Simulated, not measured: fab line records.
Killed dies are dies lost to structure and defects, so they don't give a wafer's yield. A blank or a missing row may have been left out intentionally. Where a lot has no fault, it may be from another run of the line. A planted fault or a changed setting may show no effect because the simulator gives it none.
fab line records | flow n5-finfet
[record] lots = 5 | wafers = 14 | last-day = 16
route steps=1938 shown MOL_CONTACT_COAG@612 PASSIVATION@1936
lots with no fault: from the same line, run without faults
start-h: start of the lot's first displayed wafer, in hours after the record's first day | wait-h: how many hours have passed since the lot's step before this one | " same as the row above | L1.1+2: a row that stands for several wafers | - no value, or no start given | * or withheld: withheld | < > ~ a bound
route shown NAME@n: NAME is a module with steps in the file, n the number in the route of the first one | usual: average and standard deviation across the fault-free wafers | same: alike in all rows | chamber/n: place in a boat | sites: per-site readings | _std_site: the values' standard deviation | _edge_site: the outer-site mean with the inner-site mean subtracted | radius-mm: for every site, how far away it sits from the centre of the wafer | mask NAME#n: copy n | behind: the tool/chamber that last shaped the wafer | hold: why the lot went on hold/how many hours it stayed there/how the hold came to an end | device: names the non-switching transistor (n, p or np) | end of line: the tests these same wafers got at the end of their route | where a step has no rows: the recipe by itself | killed: the dies lost at the first sort to structure and to defects; this is not the yield of the wafer | map: a wafer's dies, marking killed ones x, the rest . and places with no die _
set.NAME: the setting as run; set.NAME@STEP: as run at that earlier step | model.NAME: the simulator's own value behind a step, which no gauge read
certain route steps with their lots: each step a table, each wafer a row
services: the hour from which a tool's chamber was out of use, counted from the record's first day as start-h (under 0 if before that day), plus the number of hours and why
[[steps]]
[step N5_MOL_CONTACT_COAG_STRIP_69]
[recipe] chemistry = N2/H2 | temp-c = 40 | n2-flow-sccm = 200 | h2-flow-sccm = 200 | rf-frequency-hz = 6e+07
[step N5_MOL_CONTACT_COAG_ETCHBACK_136]
[recipe] chemistry = CHF3 | target = SiO2 | target-depth-a = 250 | time-s = 16.7 | ion-energy-ev = 200 | pressure-mtorr = 30 | source-w = 610 | bias-w = 170 | Ar_flow_sccm = 200 | CHF3_flow_sccm = 50
[usual] drypump-motor-current-A = 5.8/0.56 | oes-product-au = 0.81/0.089 | rf-vpp-V = 518/8.4 | showerhead-plenum-p-Torr = 2.35/0.072 | throttle-valve-pct = 18.64/0.27
lot.wafer | tool        | chamber | start-h | wait-h | drypump-motor-current-A | oes-product-au | rf-hours-counter-h | rf-vpp-V | showerhead-plenum-p-Torr | throttle-valve-pct
L442.3    | rie-diel-05 | 0       | 118.09  | 0.0    | 6.0                     | 0.78           | 109                | 512      | 2.29                     | 18.50
L442.5    | "           | 0       | "       | "      | 6.0                     | 0.79           | -                  | 512      | 2.29                     | 18.49
L442.6    | "           | 1       | "       | "      | 6.4                     | 0.93           | -                  | 528      | 2.34                     | 18.59
L446.1    | rie-diel-06 | 1       | 143.13  | 0.0    | 5.9                     | 0.69           | 247                | 513      | 2.25                     | 18.70
L446.4    | "           | 3       | "       | "      | 6.5                     | 0.73           | 163                | 517      | 2.47                     | 18.86
L446.6    | "           | 0       | "       | "      | 4.9                     | 0.73           | -                  | 510      | 2.27                     | 19.12
L449.1    | rie-diel-02 | 1       | 161.50  | 0.0    | 5.5                     | 0.88           | 29                 | 517      | 2.33                     | 18.22
L449.4    | "           | 2       | "       | "      | 6.2                     | 0.80           | 85                 | 506      | 2.33                     | 18.82
L449.5    | "           | 1       | "       | "      | 5.5                     | 0.88           | -                  | 518      | 2.33                     | 18.23
L450.1    | rie-diel-02 | 3       | 169.24  | 0.0    | 6.0                     | 0.71           | 218                | 530      | 2.36                     | 18.96
L450.3    | "           | 0       | "       | "      | 5.1                     | 0.90           | 43                 | 523      | 2.32                     | 18.50
L450.4    | "           | 2       | "       | "      | 6.2                     | 0.79           | 88                 | 506      | 2.33                     | 18.80
L456.1    | rie-diel-06 | 0       | 202.56  | 0.0    | 4.9                     | 0.70           | 222                | 511      | 2.26                     | 19.16
L456.5    | "           | 1       | "       | "      | 5.9                     | 0.96           | -                  | 523      | 2.54                     | 18.37
[step N5_MOL_CONTACT_COAG_STRIP_120]
[recipe] chemistry = CHF3 | resist = SiARC | rf-frequency-hz = 6e+07
[step N5_MOL_CONTACT_COAG_VIA_ETCH_117]
[recipe] chemistry = C4F6/O2 | target-depth-a = 400 | overetch-a = 80 | mask-material = SOC | target = SiO2 | bias-w = 455 | pressure-mtorr = 10 | time-s = 26 | source-w = 325 | Ar_flow_sccm = 300 | C4F6_flow_sccm = 10 | O2_flow_sccm = 10 | ion-energy-ev = 575.3 | ends = end-point
[usual] drypump-motor-current-A = 5.8/0.56 | oes-product-au = 0.72/0.075 | rf-vpp-V = 1571/24 | showerhead-plenum-p-Torr = 2.80/0.085 | throttle-valve-pct = 41.1/0.42
lot.wafer | tool        | chamber | start-h | wait-h | drypump-motor-current-A | oes-product-au | rf-hours-counter-h | rf-vpp-V | showerhead-plenum-p-Torr | throttle-valve-pct
L442.3    | rie-diel-05 | 0       | 118.12  | 0.0    | 6.0                     | 0.71           | 109                | 1553     | 2.74                     | 40.5
L442.5    | "           | 0       | "       | "      | 6.0                     | 0.71           | -                  | 1553     | 2.74                     | 40.5
L442.6    | "           | 1       | "       | "      | 6.4                     | 0.81           | -                  | 1597     | 2.79                     | 40.9
L446.1    | rie-diel-06 | 1       | 143.16  | 0.0    | 5.9                     | 0.63           | 247                | 1558     | 2.69                     | 40.6
L446.4    | "           | 3       | "       | "      | 6.4                     | 0.68           | 163                | 1566     | 2.95                     | 41.5
L446.6    | "           | 0       | "       | "      | 4.9                     | 0.64           | -                  | 1551     | 2.70                     | 41.9
L449.1    | rie-diel-02 | 1       | 161.53  | 0.0    | 5.5                     | 0.79           | 29                 | 1566     | 2.78                     | 40.4
L449.4    | "           | 2       | "       | "      | 6.2                     | 0.71           | 85                 | 1537     | 2.78                     | 40.9
L449.5    | "           | 1       | "       | "      | 5.5                     | 0.79           | -                  | 1566     | 2.78                     | 40.4
L450.1    | rie-diel-02 | 3       | 169.28  | 0.0    | 6.0                     | 0.63           | 218                | 1607     | 2.82                     | 41.4
L450.3    | "           | 0       | "       | "      | 5.1                     | 0.78           | 43                 | 1587     | 2.78                     | 41.4
L450.4    | "           | 2       | "       | "      | 6.3                     | 0.70           | 88                 | 1538     | 2.78                     | 40.9
L456.1    | rie-diel-06 | 0       | 202.59  | 0.0    | 4.9                     | 0.63           | 222                | 1550     | 2.69                     | 41.9
L456.5    | "           | 1       | "       | "      | 5.9                     | 0.86           | -                  | 1583     | 3.03                     | 40.9
[step N5_MOL_CONTACT_COAG_ETCH_124]
[recipe] chemistry = CH3F/O2 | target = SiNx | target-depth-a = 65 | mask-material = SOC | stop-on = SiOC | over-etch-frac = 0.3 | ion-energy-ev = 120 | pressure-mtorr = 30 | source-w = 395 | bias-w = 73 | Ar_flow_sccm = 150 | CH3F_flow_sccm = 30 | O2_flow_sccm = 20 | ends = end-point
[usual] drypump-motor-current-A = 5.8/0.56 | oes-product-au = 0.69/0.074 | rf-vpp-V = 294/4.6 | showerhead-plenum-p-Torr = 1.97/0.063 | throttle-valve-pct = 16.24/0.28
lot.wafer | tool        | chamber | start-h | wait-h | drypump-motor-current-A | oes-product-au | rf-hours-counter-h | rf-vpp-V | showerhead-plenum-p-Torr | throttle-valve-pct
L442.3    | rie-diel-05 | 0       | 118.15  | 0.0    | 6.0                     | 0.68           | 109                | 289      | 1.93                     | 16.11
L442.5    | "           | 0       | "       | "      | 6.0                     | 0.68           | -                  | 290      | 1.93                     | 16.11
L442.6    | "           | 1       | "       | "      | 6.3                     | 0.78           | -                  | 299      | 1.96                     | 16.15
L446.1    | rie-diel-06 | 1       | 143.19  | 0.0    | 5.9                     | 0.59           | 247                | 292      | 1.89                     | 16.35
L446.4    | "           | 3       | "       | "      | 6.4                     | 0.64           | 163                | 293      | 2.08                     | 16.45
L446.6    | "           | 0       | "       | "      | 4.9                     | 0.61           | -                  | 290      | 1.90                     | 16.73
L449.1    | rie-diel-02 | 1       | 161.56  | 0.0    | 5.5                     | 0.76           | 29                 | 294      | 1.96                     | 15.79
L449.4    | "           | 2       | "       | "      | 6.2                     | 0.68           | 85                 | 287      | 1.95                     | 16.37
L449.5    | "           | 1       | "       | "      | 5.5                     | 0.76           | -                  | 293      | 1.96                     | 15.80
L450.1    | rie-diel-02 | 3       | 169.30  | 0.0    | 6.0                     | 0.60           | 218                | 301      | 1.98                     | 16.57
L450.3    | "           | 0       | "       | "      | 5.0                     | 0.75           | 43                 | 298      | 1.96                     | 16.08
L450.4    | "           | 2       | "       | "      | 6.2                     | 0.68           | 88                 | 287      | 1.95                     | 16.37
L456.1    | rie-diel-06 | 0       | 202.62  | 0.0    | 4.9                     | 0.61           | 222                | 290      | 1.89                     | 16.77
L456.5    | "           | 1       | "       | "      | 5.9                     | 0.83           | -                  | 296      | 2.13                     | 15.93
[step N5_MOL_CONTACT_COAG_ETCH_48]
[recipe] chemistry = C4F6/O2 | target-depth-a = 150 | overetch-a = 45 | mask-material = SOC | target = SiOC | bias-w = 465 | pressure-mtorr = 10 | time-s = 17 | source-w = 335 | Ar_flow_sccm = 300 | C4F6_flow_sccm = 10 | O2_flow_sccm = 10 | ion-energy-ev = 576
[step N5_MOL_CONTACT_COAG_STRIP_72]
[recipe] chemistry = N2/H2 | power-w = 450 | temp-c = 40 | pressure-mtorr = 20 | rf-frequency-hz = 6e+07 | overash-fraction = 3 | bias-power-w = 7 | h2-frac = 0.5 | n2-flow-sccm = 200 | h2-flow-sccm = 200
[usual] drypump-motor-current-A = 5.8/0.56 | oes-product-au = 0.81/0.093 | rf-vpp-V = 59.2/2 | showerhead-plenum-p-Torr = 2.50/0.08 | throttle-valve-pct = 23.5/0.47
lot.wafer | tool        | chamber | start-h | wait-h | drypump-motor-current-A | oes-product-au | rf-hours-counter-h | rf-vpp-V | showerhead-plenum-p-Torr | throttle-valve-pct
L442.3    | rie-diel-05 | 0       | 118.25  | 0.0    | 6.0                     | 0.79           | 109                | 61.8     | 2.47                     | 23.5
L442.5    | "           | 0       | "       | "      | 6.0                     | 0.80           | -                  | 59.8     | 2.47                     | 23.5
L442.6    | "           | 1       | "       | "      | 6.3                     | 0.93           | -                  | 60.6     | 2.47                     | 23.1
L446.1    | rie-diel-06 | 1       | 143.28  | 0.0    | 5.9                     | 0.68           | 247                | 58.8     | 2.38                     | 23.1
L446.4    | "           | 3       | "       | "      | 6.4                     | 0.74           | 163                | 56.8     | 2.66                     | 24.1
L446.6    | "           | 0       | "       | "      | 4.9                     | 0.73           | -                  | 59.5     | 2.42                     | 24.2
L449.1    | rie-diel-02 | 1       | 161.65  | 0.0    | 5.5                     | 0.86           | 29                 | 58.1     | 2.47                     | 22.9
L449.4    | "           | 2       | "       | "      | 6.2                     | 0.78           | 85                 | 60.7     | 2.47                     | 23.6
L449.5    | "           | 1       | "       | "      | 5.5                     | 0.88           | -                  | 57.5     | 2.47                     | 22.9
L450.1    | rie-diel-02 | 3       | 169.40  | 0.0    | 6.0                     | 0.70           | 218                | 59.6     | 2.52                     | 24.1
L450.3    | "           | 0       | "       | "      | 5.0                     | 0.90           | 43                 | 64.0     | 2.50                     | 23.9
L450.4    | "           | 2       | "       | "      | 6.2                     | 0.79           | 88                 | 62.3     | 2.46                     | 23.6
L456.1    | rie-diel-06 | 0       | 202.71  | 0.0    | 4.9                     | 0.69           | 222                | 57.0     | 2.41                     | 24.2
L456.5    | "           | 1       | "       | "      | 5.9                     | 0.97           | -                  | 63.3     | 2.69                     | 22.9
[step N5_MOL_CONTACT_COAG_STRIP_49]
[recipe] chemistry = N2/H2 | time-s = 30 | power-w = 1000 | temp-c = 250 | pressure-mtorr = withheld | n2-flow-sccm = 1750 | h2-flow-sccm = 3250
[usual] drypump-motor-current-A = 5.6/0.33 | heater-power-w = 345/25
lot.wafer | tool            | chamber | start-h | wait-h | drypump-motor-current-A | heater-power-w | rf-hours-counter-h
L442.3    | plasma-asher-02 | 1       | 118.35  | -      | 5.1                     | 310            | -
L442.5    | "               | 1       | "       | "      | 5.1                     | 316            | -
L442.6    | "               | 0       | "       | "      | 5.7                     | 334            | -
L446.1    | plasma-asher-01 | 1       | 143.36  | -      | 5.6                     | 354            | 52
L446.4    | "               | 0       | "       | "      | 6.0                     | 382            | -
L446.6    | "               | 1       | "       | "      | 5.5                     | 367            | -
L449.1    | plasma-asher-02 | 1       | 161.73  | -      | 5.1                     | 311            | 103
L449.4    | "               | 0       | "       | "      | 5.7                     | 332            | -
L449.5    | "               | 1       | "       | "      | 5.1                     | 316            | -
L450.1    | plasma-asher-01 | 0       | 169.48  | -      | 5.9                     | 368            | 57
L450.3    | "               | 1       | "       | "      | 5.6                     | 358            | -
L450.4    | "               | 0       | "       | "      | 6.0                     | 377            | -
L456.1    | plasma-asher-02 | 0       | 202.79  | -      | 5.7                     | 331            | 114
L456.5    | "               | 1       | "       | "      | 5.0                     | 310            | -
[step N5_MOL_CONTACT_COAG_PRECLEAN_138]
[recipe] chemistry = alkaline-clean | temp-c = 60 | time-s = 60 | do-ppb = 50
[step N5_MOL_CONTACT_COAG_SRD_139]
[recipe] dry = ipa-marangoni | time-s = 30 | temp-c = 23 | rinse-liquid = diw
[step N5_MOL_CONTACT_COAG_CD_MEAS_101]
[recipe] target-cd-nm = 16
[usual] cd-nm = 15.9/0.38
lot.wafer | tool      | chamber | start-h | wait-h | cd-nm
L442.3    | cd-sem-03 | -       | 118.48  | 0.0    | 16.0
L442.5    | "         | -       | "       | "      | 15.7
L442.6    | "         | -       | "       | "      | 15.8
L446.1    | cd-sem-01 | -       | 143.51  | 0.0    | 16.5
L446.4    | "         | -       | "       | "      | 16.0
L446.6    | "         | -       | "       | "      | 16.8
L449.1    | cd-sem-03 | -       | 161.88  | 0.0    | 15.9
L449.4    | "         | -       | "       | "      | 15.8
L449.5    | "         | -       | "       | "      | 15.6
L450.1    | cd-sem-01 | -       | 169.62  | 0.0    | 16.0
L450.3    | "         | -       | "       | "      | 16.2
L450.4    | "         | -       | "       | "      | 15.8
L456.1    | cd-sem-03 | -       | 202.94  | 0.0    | 15.8
L456.5    | "         | -       | "       | "      | 16.2
[step N5_MOL_CONTACT_COAG_PRE_CLEAN_121]
[recipe] gas = H2/He | time-s = * | temp-c = withheld
[step N5_MOL_CONTACT_COAG_CVD_140]
[recipe] material = W | target-thk-a = 665 | mode = selective-fill | temp-c = 300 | time-s = 215
[usual] heater-power-w = 445/42 | run-length-s = 285.4/0.47
lot.wafer | tool     | chamber | start-h | wait-h | heater-power-w | run-length-s
L442.3    | cvd-w-02 | 1       | 118.69  | 0.1    | 483            | 284.9
L442.5    | "        | 0       | "       | "      | 406            | 285.7
L442.6    | "        | 1       | "       | "      | 484            | 285.3
L446.1    | cvd-w-02 | 0       | 143.64  | 0.1    | 414            | 285.9
L446.4    | "        | 1       | "       | "      | 488            | 285.7
L446.6    | "        | 0       | "       | "      | 407            | 286.4
L449.1    | cvd-w-02 | 0       | 162.01  | 0.1    | 418            | 285.8
L449.4    | "        | 0       | "       | "      | 418            | 285.5
L449.5    | "        | 0       | "       | "      | 415            | 285.6
L450.1    | cvd-w-02 | 0       | 169.76  | 0.1    | 413            | 285.6
L450.3    | "        | 1       | "       | "      | 471            | 285.2
L450.4    | "        | 0       | "       | "      | 423            | 285.9
L456.1    | cvd-w-02 | 0       | 203.07  | 0.1    | 414            | 385.1
L456.5    | "        | 0       | "       | "      | 416            | 285.5
[step N5_MOL_CONTACT_COAG_PRECLEAN_127]
[recipe] chemistry = DIW | time-s = 57.5 | temp-c = 23
[step N5_PASSIVATION_PROBE_49]
[usual] killed_at_M0_to_M3 = 36/10 | killed_at_M4_up = 13/5.5 | killed-at-contacts = 12/5.6 | killed-at-front-end = 42/12 | killed-at-other = 4/3.2 | killed-dies = 108/18 | killed-on-rim = 15/4.1 | killed-open = 71/13 | killed-short = 34/7.8
[same] gross-dies = 1180 | killed-at-back-side = 0
lot.wafer | tool      | chamber | start-h | wait-h | killed_at_M0_to_M3 | killed_at_M4_up | killed-at-contacts | killed-at-front-end | killed-at-other | killed-dies | killed-on-rim | killed-open | killed-short
L442.3    | prober-02 | -       | 283.44  | 0.1    | 36                 | 25              | 10                 | 48                  | 2               | 121         | 17            | 75          | 46
L442.5    | prober-02 | -       | 283.54  | 0.2    | 34                 | 16              | 12                 | 59                  | 10              | 131         | 14            | 100         | 29
L442.6    | prober-02 | -       | 283.59  | 0.3    | 26                 | 11              | 21                 | 32                  | 13              | 103         | 10            | 69          | 34
L446.1    | prober-01 | -       | 313.44  | 0.0    | 31                 | 17              | 12                 | 62                  | 1               | 123         | 16            | 77          | 39
L446.4    | prober-01 | -       | 313.59  | 0.2    | 33                 | 14              | 6                  | 44                  | 3               | 100         | 16            | 56          | 36
L446.6    | prober-01 | -       | 313.69  | 0.3    | 26                 | 17              | 18                 | 33                  | 1               | 95          | 11            | 68          | 27
L449.1    | prober-02 | -       | 340.49  | 0.0    | 47                 | 13              | 13                 | 36                  | 4               | 113         | 15            | 85          | 26
L449.4    | prober-02 | -       | 340.64  | 0.2    | 49                 | 8               | 12                 | 26                  | 9               | 104         | 18            | 80          | 23
L449.5    | prober-02 | -       | 340.69  | 0.2    | 45                 | 4               | 10                 | 49                  | 1               | 109         | 19            | 82          | 27
L456.1    | prober-02 | -       | 380.86  | 0.0    | 35                 | 24              | 10                 | 40                  | 10              | 119         | 16            | 80          | 38
L456.5    | prober-02 | -       | 381.06  | 0.2    | 43                 | 10              | 8                  | 29                  | 8               | 98          | 18            | 58          | 37
// killed by level:class
L442.3 FIN_SAQP:geometric-particle:open=13 BEOL_M0_SAQP:geometric-particle:short=11 BEOL_M4:geometric-particle:open=10 BEOL_M2:geometric-particle:open=9 MOL_CONTACT_COAG:geometric-particle:open=8 GATE_CUT:geometric-particle:short=7 BEOL_M0_SAQP:geometric-particle:open=7 STI_FIN_REVEAL:geometric-particle:open=6
L442.5 FIN_SAQP:geometric-particle:open=28 STI_FIN_REVEAL:geometric-particle:open=10 BEOL_M1:geometric-particle:open=10 BEOL_M2:geometric-particle:open=10 BEOL_M4:geometric-particle:open=8 MOL_CONTACT_COAG:geometric-particle:open=7 PAD_METAL:geometric-particle:open=6 FIN_SAQP:geometric-particle:short=5
L442.6 MOL_CONTACT_COAG:geometric-particle:open=18 FIN_SAQP:geometric-particle:open=11 PAD_METAL:geometric-particle:short=8 BEOL_M0_SAQP:geometric-particle:open=5 BEOL_M0_SAQP:geometric-particle:short=5 BEOL_M2:geometric-particle:open=5 PAD_METAL:geometric-particle:open=5 STI_FIN_REVEAL:geometric-particle:open=4
L446.1 STI_FIN_REVEAL:geometric-particle:open=16 MOL_CONTACT_COAG:geometric-particle:open=10 BEOL_M0_SAQP:geometric-particle:open=10 DUMMY_GATE:geometric-particle:open=9 BEOL_M0_SAQP:geometric-particle:short=8 BEOL_M4:geometric-particle:open=7 FIN_SAQP:geometric-particle:short=6 HKMG_FIN:area-etch=6
L446.4 STI_FIN_REVEAL:geometric-particle:open=11 BEOL_M2:geometric-particle:open=8 BEOL_M4:geometric-particle:open=6 BEOL_M0_SAQP:geometric-particle:short=6 STARTING-WAFER:geometric-particle:short=5 FIN_SAQP:geometric-particle:open=4 MOL_CONTACT_COAG:geometric-particle:open=4 BEOL_M0_SAQP:geometric-particle:open=4
L446.6 STI_FIN_REVEAL:geometric-particle:open=13 MOL_CONTACT_COAG:geometric-particle:open=13 BEOL_M0_SAQP:geometric-particle:open=8 BEOL_M4:geometric-particle:open=8 BEOL_M2:geometric-particle:open=7 FIN_SAQP:geometric-particle:short=5 MOL_CONTACT_COAG:geometric-particle:short=5 BEOL_M3:geometric-particle:open=5
L449.1 MOL_CONTACT_COAG:geometric-particle:open=12 BEOL_M2:geometric-particle:open=12 BEOL_M3:geometric-particle:open=12 BEOL_M1:geometric-particle:open=10 STI_FIN_REVEAL:geometric-particle:open=9 FIN_SAQP:geometric-particle:open=8 STI_FIN_REVEAL:geometric-particle:short=5 GATE_CUT:geometric-particle:short=4
L449.4 BEOL_M3:geometric-particle:open=14 BEOL_M1:geometric-particle:open=13 BEOL_M2:geometric-particle:open=13 MOL_CONTACT_COAG:geometric-particle:open=12 STI_FIN_REVEAL:geometric-particle:open=6 BEOL_M5:geometric-particle:open=5 FIN_SAQP:geometric-particle:open=4 STI_FIN_REVEAL:geometric-particle:short=3
L449.5 BEOL_M3:geometric-particle:open=15 STI_FIN_REVEAL:geometric-particle:open=14 BEOL_M2:geometric-particle:open=14 DUMMY_GATE:geometric-particle:open=9 MOL_CONTACT_COAG:geometric-particle:open=8 BEOL_M1:geometric-particle:open=8 STARTING-WAFER:geometric-particle:short=7 FIN_SAQP:geometric-particle:open=5
L456.1 STI_FIN_REVEAL:geometric-particle:open=22 BEOL_M0_SAQP:geometric-particle:short=9 MOL_CONTACT_COAG:geometric-particle:open=9 BEOL_M4:geometric-particle:open=8 BEOL_M0_SAQP:geometric-particle:open=6 BEOL_M5:geometric-particle:open=6 STI_FIN_REVEAL:geometric-particle:short=5 BEOL_M1:geometric-particle:open=5
L456.5 BEOL_M0_SAQP:geometric-particle:short=15 BEOL_M0_SAQP:geometric-particle:open=8 STI_FIN_REVEAL:geometric-particle:open=7 MOL_CONTACT_COAG:geometric-particle:open=7 BEOL_M4:geometric-particle:open=7 BEOL_M3:geometric-particle:open=7 FIN_SAQP:geometric-particle:open=4 FIN_SAQP:geometric-particle:short=4
[[services]]
tool            | chamber | start-h | hours | kind
rie-diel-06     | 2       | 94.46   | -     | clean
rie-diel-06     | 2       | 94.46   | -     | consumable-replace:focus-ring
rie-diel-06     | 2       | 94.46   | 17.2  | scheduled-down
rie-diel-06     | 2       | 94.46   | 17.2  | vent-cycle
rie-diel-02     | 0       | 126.72  | 16.1  | repair
rie-diel-06     | 1       | 151.02  | -     | clean
rie-diel-06     | 1       | 151.02  | -     | consumable-replace:focus-ring
rie-diel-06     | 1       | 151.02  | -     | consumable-replace:showerhead
rie-diel-06     | 1       | 151.02  | 25.5  | scheduled-down
rie-diel-06     | 1       | 151.02  | 25.5  | vent-cycle
rie-diel-05     | 1       | 162.15  | 36.3  | repair
plasma-asher-01 | -       | 191.35  | 14.6  | pm
rie-diel-06     | 2       | 197.89  | 1.5   | repair
rie-diel-02     | 1       | 198.27  | 1.6   | repair
[[key]]
[first-sign] step = N5_MOL_CONTACT_COAG_CVD_140 | reading = run-length-s | direction = up | sigmas = 99+ | usual = * | struck = *
effect none on later readings
met-at N5_MOL_CONTACT_COAG_CVD_140
struck-wafers L456.1
tester-left-out L456
onset-between 169.76 203.07
[fault] kind = process-parameter-drift | tool = cvd-w-02 | chamber = - | onset-h = 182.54 | steps = N5_MOL_CONTACT_COAG_CVD_140 | channel = time-s | offset = * | shape = step | end-h = 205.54 | scope = struck-wafers-only | acts-in = * | stated = *
// tester-left-out: of these lots the tester's yield and bins aren't shown, on N5 and GAA mostly nor the transistor test; their killed dies are dies lost to structure and defects alone, not to doping, threshold or leakage, so they don't give the yield
